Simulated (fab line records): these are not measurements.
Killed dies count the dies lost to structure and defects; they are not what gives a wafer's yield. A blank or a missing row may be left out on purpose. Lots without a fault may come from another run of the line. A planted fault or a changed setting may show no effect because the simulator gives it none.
fab line records ; flow nandHarc
record lots=11; wafers=33; lastDay=24
route steps=1159 shown P_STI@88 P_GATE@119 END@1159
lots that met no fault: from a run of the same line without faults
startH: the number of hours between the record's first day and the start of the first shown wafer of the lot ; waitH: time in hours since the lot's previous step ; " repeats the value in the row above ; L1.1+2: one row covering several wafers at once ; - either no value or no given start ; * or withheld: withheld ; < > ~ a bound
route shown NAME@n: NAME is a module with steps in the file, n the number in the route of the first one ; usual: mean and standard deviation over wafers with no fault ; same: alike in all rows ; chamber/n: place in a boat ; sites: readings site by site ; _std_site: how widely they spread, as a standard deviation ; _edge_site: inner sites' mean taken away from outer sites' mean ; radiusMm: for every site, how far away it sits from the centre of the wafer ; mask NAME#n: copy n ; behind: the last tool/chamber to shape the wafer ; hold: cause of the lot's hold/its duration in hours/its outcome ; device: the n, p or np transistor that did not switch ; end of line: the same wafers' tests at the end of the route ; step lacking rows: just its recipe ; killed: not the wafer's yield, but the dies lost to structure and defects at the first sort ; map: per-die view of a wafer (x killed, . not killed, _ where there is no die)
set.NAME: setting as actually run; set.NAME@STEP: the setting as run at that earlier step ; model.NAME: the simulator's own value behind a step, which no gauge read
route steps across a sampled set of lots; one table per step, one row per wafer
services: a tool's chamber out of use, with start hour (startH, from the record's first day; less than 0 if before it), hours out, and reason
## steps
# step NHARC_P_STI_ETCH_42
# recipe targetDepthA=800; overetchA=240; timeS=61; ionEnergyEv=200; n2FlowSccm=150; h2FlowSccm=150; arFlowSccm=0; rfW=400; biasW=150; chemistry=N2/H2
# usual drypumpMotorCurrentA=5.6/0.43; n2FlowSccm=150.0/0.44; oesProductAu=0.997/0.019; rfVppV=430.2/2.5; showerheadPlenumPTorr=2.03/0.086; throttleValvePct=14.172/0.0094
# same timeS=61
lot.wafer;tool;chamber;startH;waitH;drypumpMotorCurrentA;n2FlowSccm;oesProductAu;rfHoursCounterH;rfVppV;showerheadPlenumPTorr;throttleValvePct
L488.1;rieDiel-08;0;37.14;0.1;5.1;149.9;0.969;5.6;430.7;2.09;14.176
L488.5;rieDiel-08;1;37.14;0.1;5.7;150.3;0.993;-;428.9;2.02;14.142
L488.6;rieDiel-08;2;37.14;0.1;5.8;149.7;0.971;-;431.7;2.05;14.170
L489.3;rieDiel-06;2;46.12;0.1;5.4;149.8;1.008;3.9;432.0;2.10;14.164
L489.1;rieDiel-06;1;46.12;0.1;6.2;149.8;1.036;4.0;430.0;2.01;14.169
L489.6;rieDiel-06;3;46.12;0.1;6.0;150.2;1.014;-;435.0;2.19;14.172
L490.4;rieDiel-08;3;46.28;0.1;5.0;149.9;1.008;4.3;433.5;2.15;14.160
L490.6;rieDiel-08;3;46.28;0.1;5.0;149.4;1.000;-;433.1;2.15;14.162
L490.5;rieDiel-08;0;46.28;0.1;5.1;150.2;0.971;-;432.9;2.09;14.173
L491.1;rieDiel-08;0;56.55;0.1;5.1;149.7;0.967;6.4;431.4;2.09;14.162
L491.4;rieDiel-08;1;56.55;0.1;5.7;149.7;1.002;6.3;429.1;2.02;14.181
L491.6;rieDiel-08;3;56.55;0.1;5.0;150.2;1.018;-;431.2;2.15;14.180
L492.1;rieDiel-09;3;56.71;0.1;5.8;150.5;0.990;5.1;429.4;1.99;14.172
L492.5;rieDiel-09;1;56.71;0.1;6.4;149.6;1.012;-;427.5;1.90;14.177
L492.6;rieDiel-09;2;56.71;0.1;5.4;149.5;0.992;-;425.5;1.92;14.167
L493.2;rieDiel-08;0;65.27;0.1;5.1;150.3;0.980;6.5;430.5;2.09;14.185
L493.1;rieDiel-08;1;65.27;0.1;5.7;149.6;0.984;6.5;428.7;2.02;14.160
L493.6;rieDiel-08;0;65.27;0.1;5.1;150.5;0.976;-;429.8;2.09;14.171
L496.1;rieDiel-08;0;86.60;0.1;5.1;150.2;0.981;7.7;431.0;2.09;14.183
L496.4;rieDiel-08;0;86.60;0.1;5.1;150.1;0.973;-;432.5;2.09;14.171
L496.6;rieDiel-08;2;86.60;0.1;5.8;150.3;0.963;-;430.8;2.05;14.158
L504.1;rieDiel-09;2;131.83;0.1;5.5;150.9;0.998;1.7;427.9;1.92;14.183
L504.3;rieDiel-09;0;131.83;0.1;5.3;148.7;0.969;1.5;427.4;1.96;14.180
L504.6;rieDiel-09;1;131.83;0.1;6.5;149.8;0.995;-;426.7;1.90;14.172
L506.3;rieDiel-08;3;147.02;0.1;5.0;150.6;1.018;1.2;433.2;2.14;14.172
L506.4;rieDiel-08;2;147.02;0.1;5.8;150.6;0.987;-;430.9;2.04;14.165
L506.6;rieDiel-08;0;147.02;0.1;5.1;150.0;0.982;-;431.7;2.09;14.176
L508.1;rieDiel-06;0;155.56;0.1;5.8;150.0;1.005;1.8;432.4;2.11;14.171
L508.2;rieDiel-06;1;155.56;0.1;6.3;150.5;1.014;1.8;430.7;2.01;14.160
L508.5;rieDiel-06;0;155.56;0.1;5.8;150.0;1.007;-;432.0;2.11;14.180
L511.4;rieDiel-06;3;178.04;0.1;6.0;150.0;1.011;2.5;434.7;2.18;14.176
L511.3;rieDiel-06;2;178.04;0.1;5.3;149.8;1.001;2.6;431.7;2.10;14.174
L511.6;rieDiel-06;0;178.04;0.1;5.8;149.7;1.004;-;431.7;2.11;14.164
# step NHARC_P_STI_ETCH_31
# recipe targetDepthA=1089; timeS=54.5; cf4FlowSccm=100; chf3FlowSccm=30; arFlowSccm=0; rfW=500; biasW=200; chemistry=CF4/CHF3
# usual drypumpMotorCurrentA=5.6/0.41; oesProductAu=0.952/0.023; rfVppV=370.3/2.1; showerheadPlenumPTorr=1.57/0.059; throttleValvePct=16.802/0.0089
# same timeS=54.5
lot.wafer;tool;chamber;startH;waitH;drypumpMotorCurrentA;oesProductAu;rfHoursCounterH;rfVppV;showerheadPlenumPTorr;throttleValvePct
L488.1;rieDiel-08;2;-;-;5.8;0.923;5.7;369.8;1.58;16.812
L488.5;rieDiel-08;0;-;-;5.1;0.938;-;372.1;1.61;16.817
L488.6;rieDiel-08;1;-;-;5.7;0.941;-;369.8;1.56;16.800
L489.3;rieDiel-06;2;-;-;5.3;0.932;3.9;371.2;1.62;16.801
L489.1;rieDiel-06;3;-;-;6.0;0.934;3.5;374.0;1.68;16.827
L489.6;rieDiel-06;1;-;-;6.2;0.944;-;368.9;1.55;16.807
L490.4;rieDiel-08;0;-;-;5.1;0.944;5.7;371.5;1.61;16.806
L490.6;rieDiel-08;1;-;-;5.7;0.971;-;370.1;1.56;16.797
L490.5;rieDiel-08;2;-;-;5.8;0.948;-;369.8;1.58;16.804
L491.4;rieDiel-08;0;-;-;5.1;0.946;6.4;370.7;1.61;16.805
L491.1;rieDiel-08;1;-;-;5.7;0.949;6.3;370.1;1.56;16.791
L491.6;rieDiel-08;0;-;-;5.1;0.935;-;372.0;1.61;16.813
L492.1;rieDiel-09;1;-;-;6.5;0.958;4.6;366.5;1.47;16.813
L492.5;rieDiel-09;3;-;-;5.8;0.941;-;371.5;1.53;16.814
L492.6;rieDiel-09;0;-;-;5.3;0.922;-;369.8;1.52;16.811
L493.1;rieDiel-08;0;-;-;5.1;0.951;6.6;370.8;1.61;16.815
L493.2;rieDiel-08;1;-;-;5.7;0.976;6.5;371.1;1.56;16.800
L493.6;rieDiel-08;2;-;-;5.8;0.943;-;369.8;1.58;16.803
L496.1;rieDiel-08;2;-;-;5.8;0.903;8.9;372.0;1.58;16.801
L496.6;rieDiel-08;3;-;-;5.0;0.945;-;373.6;1.65;16.799
L496.4;rieDiel-08;0;-;-;5.1;0.911;-;372.5;1.61;16.792
L504.1;rieDiel-09;1;-;-;6.4;0.992;1.5;366.9;1.47;16.799
L504.3;rieDiel-09;3;-;-;5.7;0.979;1.6;367.7;1.53;16.791
L504.6;rieDiel-09;2;-;-;5.4;0.980;-;366.2;1.49;16.801
L506.3;rieDiel-08;2;-;-;5.8;0.958;1.2;371.1;1.58;16.791
L506.4;rieDiel-08;3;-;-;5.0;0.985;-;372.6;1.65;16.803
L506.6;rieDiel-08;0;-;-;5.1;0.953;-;372.8;1.61;16.810
L508.2;rieDiel-06;1;-;-;6.2;0.960;1.9;368.7;1.55;16.805
L508.1;rieDiel-06;3;-;-;6.0;0.977;1.7;372.6;1.68;16.815
L508.5;rieDiel-06;1;-;-;6.2;0.966;-;370.5;1.55;16.795
L511.4;rieDiel-06;0;-;-;5.8;0.966;2.6;372.6;1.62;16.811
L511.3;rieDiel-06;2;-;-;5.3;0.955;2.7;371.8;1.62;16.801
L511.6;rieDiel-06;0;-;-;5.8;0.977;-;373.9;1.62;16.811
# step NHARC_P_GATE_EXPOSE_08
# recipe na=0.6; doseMj=16.75; maskId=P_HV
# usual stageVelMmS=500.00/0.24
lot.wafer;tool;chamber;startH;waitH;mask;stageVelMmS
L488.1;krfScanner-04;0;69.92;-;P_HV#0;499.99
L488.5;krfScanner-04;0;69.92;-;P_HV#0;500.13
L488.6;krfScanner-04;0;69.92;-;P_HV#0;500.13
L489.1;krfScanner-04;0;86.19;-;P_HV#0;500.18
L489.3;krfScanner-04;0;86.19;-;P_HV#0;499.82
L489.6;krfScanner-04;0;86.19;-;P_HV#0;499.74
L490.4;krfScanner-02;0;86.37;-;P_HV#0;500.17
L490.5;krfScanner-02;0;86.37;-;P_HV#0;499.57
L490.6;krfScanner-02;0;86.37;-;P_HV#0;500.28
L492.1;krfScanner-02;0;91.22;-;P_HV#0;500.05
L492.5;krfScanner-02;0;91.22;-;P_HV#0;500.19
L492.6;krfScanner-02;0;91.22;-;P_HV#0;499.97
L491.1;krfScanner-04;0;91.39;-;P_HVPW#0;499.98
L491.4;krfScanner-04;0;91.39;-;P_HVPW#0;500.08
L491.6;krfScanner-04;0;91.39;-;P_HVPW#0;499.64
L493.1;krfScanner-02;0;102.26;-;P_HV#0;500.05
L493.2;krfScanner-02;0;102.26;-;P_HV#0;500.12
L493.6;krfScanner-02;0;102.26;-;P_HV#0;500.08
L496.1;krfScanner-04;0;124.11;-;P_HV#0;500.22
L496.4;krfScanner-04;0;124.11;-;P_HV#0;499.57
L496.6;krfScanner-04;0;124.11;-;P_HV#0;499.81
L504.1;krfScanner-02;0;167.42;-;P_HV#0;499.67
L504.3;krfScanner-02;0;167.42;-;P_HV#0;499.64
L504.6;krfScanner-02;0;167.42;-;P_HV#0;499.76
L506.3;krfScanner-03;0;188.85;-;P_HV#0;500.41
L506.4;krfScanner-03;0;188.85;-;P_HV#0;500.62
L506.6;krfScanner-03;0;188.85;-;P_HV#0;500.40
L508.1;krfScanner-04;0;195.86;-;P_HV#0;500.41
L508.2;krfScanner-04;0;195.86;-;P_HV#0;500.05
L508.5;krfScanner-04;0;195.86;-;P_HV#0;500.08
L511.3;krfScanner-04;0;210.31;-;P_HV#0;500.07
L511.4;krfScanner-04;0;210.31;-;P_HV#0;500.06
L511.6;krfScanner-04;0;210.31;-;P_HV#0;499.87
# step NHARC_P_GATE_CD_MEAS_11
# recipe targetCdNm=1640; landingEnergyEv=500
# usual cdNm=1639.7/2.2
lot.wafer;tool;chamber;startH;waitH;cdNm
L488.1;cdSem-02;0;70.08;-;1642.2
L488.5;cdSem-02;0;70.08;-;1640.7
L488.6;cdSem-02;0;70.08;-;1638.7
L489.1;cdSem-01;0;86.35;-;1644.0
L489.3;cdSem-01;0;86.35;-;1643.1
L489.6;cdSem-01;0;86.35;-;1640.4
L490.4;cdSem-02;0;86.52;-;1640.7
L490.5;cdSem-02;0;86.52;-;1642.0
L490.6;cdSem-02;0;86.52;-;1639.5
L492.1;cdSem-03;0;91.38;-;1641.0
L492.5;cdSem-03;0;91.38;-;1638.2
L492.6;cdSem-03;0;91.38;-;1638.5
L491.1;cdSem-03;0;91.55;-;-
L491.4;cdSem-03;0;91.55;-;-
L491.6;cdSem-03;0;91.55;-;-
L493.1;cdSem-02;0;102.42;-;1638.4
L493.2;cdSem-02;0;102.42;-;1638.1
L493.6;cdSem-02;0;102.42;-;1642.4
L496.1;cdSem-03;0;124.27;-;1642.5
L496.4;cdSem-03;0;124.27;-;1641.0
L496.6;cdSem-03;0;124.27;-;1642.3
L504.1;cdSem-01;0;167.58;-;1641.0
L504.3;cdSem-01;0;167.58;-;1640.2
L504.6;cdSem-01;0;167.58;-;1644.1
L506.3;cdSem-01;0;189.00;-;1642.3
L506.4;cdSem-01;0;189.00;-;1637.0
L506.6;cdSem-01;0;189.00;-;1637.4
L508.1;cdSem-02;0;196.01;-;1638.0
L508.2;cdSem-02;0;196.01;-;1637.4
L508.5;cdSem-02;0;196.01;-;1638.6
L511.3;cdSem-02;0;210.46;-;1638.2
L511.4;cdSem-02;0;210.46;-;1636.4
L511.6;cdSem-02;0;210.46;-;1640.9
# step NHARC_P_GATE_ETCH_104
# recipe targetDepthA=600; timeS=withheld; cf4FlowSccm=100; chf3FlowSccm=30; arFlowSccm=0; rfW=500; biasW=200; chemistry=CF4/CHF3
# usual drypumpMotorCurrentA=5.6/0.55; oesProductAu=0.950/0.023; rfVppV=370.9/2; showerheadPlenumPTorr=1.58/0.053; throttleValvePct=16.803/0.0091
lot.wafer;tool;chamber;startH;waitH;drypumpMotorCurrentA;oesProductAu;rfVppV;showerheadPlenumPTorr;throttleValvePct
L488.1;rieDiel-04;0;83.94;0.1;5.9;0.965;370.7;1.57;16.803
L488.6;rieDiel-04;3;83.94;0.1;5.5;0.978;374.0;1.66;16.804
L488.5;rieDiel-04;0;83.94;0.1;6.0;0.971;369.5;1.57;16.801
L490.4;rieDiel-04;3;101.54;0.1;5.4;0.921;374.4;1.66;16.792
L490.5;rieDiel-04;1;101.54;0.1;5.1;0.898;370.3;1.58;16.794
L490.6;rieDiel-04;2;101.54;0.1;5.7;0.942;372.9;1.63;16.790
L489.3;rieDiel-04;0;102.30;0.2;6.0;0.924;370.0;1.57;16.815
L489.1;rieDiel-04;3;102.30;0.2;5.4;0.918;373.5;1.66;16.807
L489.6;rieDiel-04;0;102.30;0.2;6.0;0.911;370.5;1.57;16.805
L492.1;rieDiel-07;0;105.51;0.2;5.0;0.926;364.9;1.46;16.800
L492.6;rieDiel-07;3;105.51;0.2;5.1;0.931;372.1;1.60;16.797
L492.5;rieDiel-07;0;105.51;0.2;5.1;0.924;365.1;1.46;16.804
L491.1;rieDiel-07;2;105.69;0.2;6.6;0.963;368.9;1.57;16.791
L491.4;rieDiel-07;0;105.69;0.2;5.1;0.937;366.5;1.46;16.806
L491.6;rieDiel-07;2;105.69;0.2;6.5;0.953;369.4;1.57;16.793
L493.1;rieDiel-07;1;118.37;0.2;4.9;0.958;371.7;1.62;16.809
L493.2;rieDiel-07;2;118.37;0.2;6.6;0.971;369.7;1.57;16.810
L493.6;rieDiel-07;1;118.37;0.2;4.9;0.959;373.3;1.62;16.786
L496.1;rieDiel-07;3;139.06;0.1;5.1;0.921;372.2;1.60;16.799
L496.4;rieDiel-07;0;139.06;0.1;5.1;0.926;365.9;1.46;16.819
L496.6;rieDiel-07;2;139.06;0.1;6.6;0.939;371.9;1.56;16.797
L504.1;rieDiel-04;0;184.72;0.1;5.9;0.939;369.4;1.56;16.804
L504.3;rieDiel-04;1;184.72;0.1;5.1;0.916;370.6;1.57;16.816
L504.6;rieDiel-04;0;184.72;0.1;5.9;0.943;371.2;1.56;16.803
L506.3;rieDiel-07;0;202.81;0.1;5.1;0.986;367.0;1.46;16.798
L506.4;rieDiel-07;1;202.81;0.1;4.9;0.981;371.8;1.61;16.807
L506.6;rieDiel-07;2;202.81;0.1;6.6;0.990;370.6;1.56;16.807
L508.1;rieDiel-05;0;211.88;0.1;6.3;0.965;371.7;1.56;16.792
L508.2;rieDiel-05;2;211.88;0.1;6.3;0.963;371.8;1.62;16.803
L508.5;rieDiel-05;0;211.88;0.1;6.3;0.966;369.4;1.56;16.805
L511.3;rieDiel-04;1;228.11;0.1;5.0;0.960;369.7;1.57;16.807
L511.4;rieDiel-04;3;228.11;0.1;5.4;0.981;371.8;1.65;16.804
L511.6;rieDiel-04;0;228.11;0.1;5.9;1.002;368.5;1.56;16.786
# step NHARC_END_SORT_01
# recipe tempC=25
# usual killedAtArray=28/10; killedAtOther=0.6/1.1; killedAtPeriphery=3.6/2.6; killedDies=32/10; killedOpen=3.3/1.8; killedShort=1.9/1.4
# same grossDies=677
lot.wafer;tool;chamber;startH;waitH;killedAtArray;killedAtOther;killedAtPeriphery;killedDies;killedOpen;killedShort
L491.1;prober-02;0;449.36;2.5;30;0;647;677;5;2
L491.4;prober-02;0;451.79;3.4;21;0;656;677;2;2
L491.6;prober-02;0;453.41;4.1;22;1;654;677;4;2
# killed by level:class
L491.1 P_GATE:areaExpose=640 A_CHANNEL_HOLE_D1:chamberFilmFlake=14 A_STAIRCASE:chamberFilmFlake=6 P_GATE:geometricParticle:open=3 A_WL_FILL:chamberFilmFlake=3 P_GATE:chamberFilmFlake=2 A_SLIT:chamberFilmFlake=2 A_CONTACT:chamberFilmFlake=2
L491.4 P_GATE:areaExpose=653 A_CHANNEL_HOLE_D1:chamberFilmFlake=12 A_STAIRCASE:chamberFilmFlake=3 P_STI:chamberFilmFlake=2 A_CONTACT:chamberFilmFlake=2 P_CONTACT:geometricParticle:open=1 A_CONTACT:geometricParticle:open=1 A_BLC:geometricParticle:short=1
L491.6 P_GATE:areaExpose=651 A_CHANNEL_HOLE_D1:chamberFilmFlake=12 P_GATE:chamberFilmFlake=3 A_M0:geometricParticle:open=2 A_CONTACT:chamberFilmFlake=2 A_WL_FILL:geometricParticle:short=1 A_CONTACT:geometricParticle:open=1 A_BONDPAD:geometricParticle:open=1
## services
tool;chamber;startH;hours;kind
rieDiel-09;1;14.45;7.7;repair
rieDiel-06;0;19.38;11.2;repair
rieDiel-08;3;21.71;16.5;repair
rieDiel-04;-;21.90;0.8;repair
rieDiel-04;-;36.31;25.0;repair
krfScanner-02;-;38.00;4.0;pm
rieDiel-07;-;51.25;9.0;pm
rieDiel-06;-;64.20;9.0;pm
rieDiel-08;0;69.75;1.4;repair
rieDiel-09;-;77.10;9.0;pm
rieDiel-08;1;86.30;12.2;repair
rieDiel-09;1;100.84;5.4;repair
rieDiel-07;2;107.05;2.9;repair
rieDiel-04;-;111.91;9.0;pm
rieDiel-08;-;124.80;9.0;pm
rieDiel-07;-;124.81;0.4;repair
krfScanner-04;-;126.00;4.0;pm
rieDiel-07;-;134.69;0.1;repair
rieDiel-09;0;138.91;27.4;repair
rieDiel-08;1;142.55;12.7;repair
rieDiel-04;2;178.98;4.3;repair
rieDiel-06;2;182.29;6.3;repair
rieDiel-06;-;187.08;1.7;repair
rieDiel-08;-;223.26;0.2;repair
## key
firstSign step=NHARC_P_GATE_EXPOSE_08; reading=mask; direction=changed
effect step=NHARC_P_GATE_CD_MEAS_11; reading=cdNm; direction=missing
effect step=NHARC_END_SORT_01; reading=killedAtPeriphery; direction=up; sigmas=99+; usual=3.6; struck=652.3
moreKillsBornAt NHARC_P_GATE_EXPOSE_08@krfScanner-04=1944
metAt NHARC_P_GATE_EXPOSE_08
struckLots L491
laterRowsLeftOut L491.1,L491.4,L491.6
testerLeftOut L491
notActingAt NHARC_P_STI_ETCH_42,NHARC_P_STI_ETCH_31,NHARC_P_GATE_ETCH_104
onsetBetween 86.19 91.39
fault kind=wrongMask; tool=any; chamber=-; onsetH=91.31; steps=NHARC_P_GATE_EXPOSE_08; auxCopy=P_HVPW#0; scope=struckLotsOnly
# testerLeftOut: of these lots the tester's yield and bins aren't shown, on N5 and GAA mostly nor the transistor test; their killed dies are dies lost to structure and defects alone, not to doping, threshold or leakage, so they don't give the yield
# laterRowsLeftOut: the simulator's readings of these wafers behind a module that went badly wrong aren't trusted and aren't shown, but for the sort
